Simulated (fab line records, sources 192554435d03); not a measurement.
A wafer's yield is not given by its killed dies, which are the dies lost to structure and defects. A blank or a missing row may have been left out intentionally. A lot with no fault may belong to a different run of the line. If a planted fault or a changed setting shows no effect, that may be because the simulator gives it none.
Split-lot experiment    flow n5Finfet    39 wafers read from 7 lots, route of 1938 steps

## ON THE SPLIT
At N5_DUMMY_GATE_CVD_03 (deposits a-Si from SiH4, target thk 150 nm, time 8042 s), the setting targetThkA was moved away from the recipe's 1500 angstrom on 24 of the 39 wafers read, by -59.4% to +40.9%. For the rest of the wafers, this setting stayed at what the recipe calls for.

The split's own step is where the reading is taken.

## THE READING
a-Si_of_DUMMY_GATE_CVD_03.thkNm (the simulator's own value, which no gauge read), in nm, at N5_DUMMY_GATE_CVD_03 (deposits a-Si from SiH4, target thk 150 nm, time 8042 s). The file does not state a usual value for it. The 15 wafers here that ran the recipe average 148.8 nm, standard deviation 0.92 nm.

wafer   tool, chamber at the split  targetThkA as run, angstrom  against the recipe  a-Si_of_DUMMY_GATE_CVD_03.thkNm, nm  against lot-mates on the recipe
L074.1  -, -                        1206                         -19.6%              123.8                                no lot-mate on the recipe
L074.2  -, -                        1206                         -19.6%              122.6                                no lot-mate on the recipe
L074.4  -, -                        1206                         -19.6%              122.6                                no lot-mate on the recipe
L074.3  -, -                        1206                         -19.6%              123                                  no lot-mate on the recipe
L074.6  -, -                        1206                         -19.6%              123                                  no lot-mate on the recipe
L074.5  -, -                        1206                         -19.6%              122.8                                no lot-mate on the recipe
L076.1  -, -                        609.6                        -59.4%              59.6                                 no lot-mate on the recipe
L076.3  -, -                        609.6                        -59.4%              59.6                                 no lot-mate on the recipe
L076.2  -, -                        609.6                        -59.4%              60                                   no lot-mate on the recipe
L076.4  -, -                        609.6                        -59.4%              58.6                                 no lot-mate on the recipe
L076.5  -, -                        609.6                        -59.4%              59.2                                 no lot-mate on the recipe
L076.6  -, -                        609.6                        -59.4%              60.6                                 no lot-mate on the recipe
L080.1  -, -                        2113                         +40.9%              210.4                                no lot-mate on the recipe
L080.2  -, -                        2113                         +40.9%              210.2                                no lot-mate on the recipe
L080.6  -, -                        2113                         +40.9%              210.2                                no lot-mate on the recipe
L080.3  -, -                        2113                         +40.9%              210.6                                no lot-mate on the recipe
L080.4  -, -                        2113                         +40.9%              209.8                                no lot-mate on the recipe
L080.5  -, -                        2113                         +40.9%              210                                  no lot-mate on the recipe
L090.1  -, -                        1500                         recipe              148.2                                -
L090.2  -, -                        1500                         recipe              148.2                                -
L090.3  -, -                        1500                         recipe              149.8                                -
L090.6  -, -                        1500                         recipe              149.8                                -
L090.4  -, -                        1500                         recipe              149.4                                -
L090.5  -, -                        1500                         recipe              149.6                                -
L091.1  -, -                        687.9                        -54.1%              68                                   no lot-mate on the recipe
L091.2  -, -                        687.9                        -54.1%              68.2                                 no lot-mate on the recipe
L091.3  -, -                        687.9                        -54.1%              68.8                                 no lot-mate on the recipe
L091.4  -, -                        687.9                        -54.1%              67.2                                 no lot-mate on the recipe
L091.6  -, -                        687.9                        -54.1%              67.2                                 no lot-mate on the recipe
L091.5  -, -                        687.9                        -54.1%              67.4                                 no lot-mate on the recipe
L093.1  -, -                        1500                         recipe              148.2                                -
L093.6  -, -                        1500                         recipe              148.2                                -
L093.2  -, -                        1500                         recipe              148.6                                -
L093.3  -, -                        1500                         recipe              148.6                                -
L093.4  -, -                        1500                         recipe              149.8                                -
L093.5  -, -                        1500                         recipe              147                                  -
L096.1  lpcvd-01, 1/90              1500                         recipe              148                                  -
L096.4  lpcvd-01, 1/104             1500                         recipe              150.6                                -
L096.5  lpcvd-01, 1/109             1500                         recipe              148.4                                -

THE FIT
A straight line over all 39 wafers: a-Si_of_DUMMY_GATE_CVD_03.thkNm changes by +1.5 nm for each +1% of targetThkA; r = +1.00; the points scatter about the line by 1.5 nm.
Too few moved wafers have a lot-mate on the recipe to fit a line with each lot's own level taken away.

## THE FILE'S OWN FIT
a-Si_of_DUMMY_GATE_CVD_03.thkNm changes by +1.5 nm for each +1% of targetThkA, r = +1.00.
